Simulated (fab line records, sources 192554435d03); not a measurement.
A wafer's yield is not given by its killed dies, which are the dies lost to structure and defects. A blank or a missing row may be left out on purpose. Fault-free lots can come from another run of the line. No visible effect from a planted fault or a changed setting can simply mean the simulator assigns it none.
2 desks, one fault ; flow n5-finfet ; only its own numbers are on each desk; what lay behind them is given at the end

== THE TOOL OWNER'S DESK: pecvd-04 ==
The tool's own readings at N5_PASSIVATION_PECVD_55 (deposits SiO2 from SiH4/N2O, target thk 400 nm, time 22.5 s): means of the sampled wafers that have a number, for each lot that ran on this tool. If a lot's mean is further than 4 standard deviations from the usual mean, the lot is out of limits and carries the mark OUT (the distance appears in the brackets).
Columns: A = heater-power-w at N5_PASSIVATION_PECVD_55, usual 585 W; B = showerhead-plenum-p-Torr at N5_PASSIVATION_PECVD_55, usual 8.15 Torr; C = throttle-valve-pct at N5_PASSIVATION_PECVD_55, usual 51.5 %
lot;first seen here;A;B;C
L621;day 14 13:16;616;8.13;51.3
L623;day 14 17:38;606;8.13;51.6
L625;day 14 22:03;634;8.15;49.7
L635;day 17 18:23;636;8.14;51.8
L636;day 17 19:03;645;8.10;52.7
L637;day 17 19:25;563;8.13;51.7
This desk's finding: nothing out of limits on any of the 6 lots.

== METROLOGY DESK ==
Lot by lot, what the gauges showed, no matter which tool ran the lot: averages of those sampled wafers that carry a number. If a lot's mean is further than 4 standard deviations from the usual mean, the lot is out of limits and carries the mark OUT (the distance appears in the brackets).
Columns: A = cd-nm at N5_MIM_TOP_LITHO_CD_MEAS_08, usual 1999.9 nm
lot;first seen here;A
L618;day 12 10:35;1998.7
L621;day 14 11:04;2000.2
L623;day 14 15:40;2000.8
L625;day 14 19:57;2001.0
L628;day 15 14:59;1998.4
L629;day 15 15:01;2000.6
L632;day 16 23:32;2000.5
L635;day 17 16:25;1999.3
L636;day 17 17:20;1999.5
L637;day 17 17:31;2001.4
This desk's finding: nothing out of limits on any of the 10 lots.

== ALL TOGETHER ==
The tool owner's desk saw nothing out of limits.
Nothing out of limits was seen by the metrology desk.

== WHAT THE SIMULATOR HAD INSERTED ==
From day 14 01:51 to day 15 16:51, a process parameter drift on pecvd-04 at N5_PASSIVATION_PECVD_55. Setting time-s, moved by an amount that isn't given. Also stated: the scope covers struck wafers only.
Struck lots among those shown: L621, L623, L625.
